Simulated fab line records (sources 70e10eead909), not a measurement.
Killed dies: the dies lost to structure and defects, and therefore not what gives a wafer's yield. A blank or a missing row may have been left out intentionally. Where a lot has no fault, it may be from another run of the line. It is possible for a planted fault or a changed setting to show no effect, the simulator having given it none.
Chamber matching / flow nand_harc / cmp-01 running NHARC_P_M0_CMP_23: 4 sister chambers
The step polishes, t overpolish 20 s, target thk 117.53 nm. 4 wafers are shown with their chamber, then 9 later ones without.

== WAFERS WITH THEIR CHAMBER ==
wafer=L091.3; chamber=1; motor_current_A (A)=9.7
wafer=L091.4; chamber=3; motor_current_A (A)=13.4
wafer=L092.1; chamber=2; motor_current_A (A)=10.9
wafer=L092.5; chamber=0; motor_current_A (A)=13.5

== WAFERS MISSING THEIR CHAMBER ==
wafer=L094.1; motor_current_A (A)=10.7
wafer=L094.3; motor_current_A (A)=13.4
wafer=L094.5; motor_current_A (A)=11.5
wafer=L095.2; motor_current_A (A)=10.0
wafer=L095.4; motor_current_A (A)=11.7
wafer=L095.6; motor_current_A (A)=10.5
wafer=L097.2; motor_current_A (A)=13.1
wafer=L097.3; motor_current_A (A)=12.0
wafer=L097.4; motor_current_A (A)=13.1

== WHICH CHAMBER EACH WENT THROUGH ==
wafer=L094.1; from the rows above=can't be placed: 2 or 1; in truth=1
wafer=L094.3; from the rows above=can't be placed: 3 or 0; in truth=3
wafer=L094.5; from the rows above=2; in truth=2
wafer=L095.2; from the rows above=can't be placed: 1 or 2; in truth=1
wafer=L095.4; from the rows above=can't be placed: 2 or 3 or 0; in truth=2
wafer=L095.6; from the rows above=can't be placed: 2 or 1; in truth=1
wafer=L097.2; from the rows above=can't be placed: 3 or 0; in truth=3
wafer=L097.3; from the rows above=can't be placed: 2 or 3 or 0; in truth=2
wafer=L097.4; from the rows above=can't be placed: 3 or 0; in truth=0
Placed correctly: 1 of 9. These rows do not allow placing 8 (true chamber among the candidates in 8). 0 placed wrongly.
How it was worked out, from the rows above alone: a wafer's distance from a chamber is the root of the sum, over the readings, of the square of ((its reading less the chamber's mean) divided by the reading's scatter). If the next closest chamber is less than 2 further off than the closest, the wafer can't be placed; otherwise it belongs to the closest. The mean given for a chamber averages the wafers shown for that chamber. The scatter (one wafer shown for each chamber): square how far every hidden wafer sits from the nearest shown wafer, average those squares and take the square root.
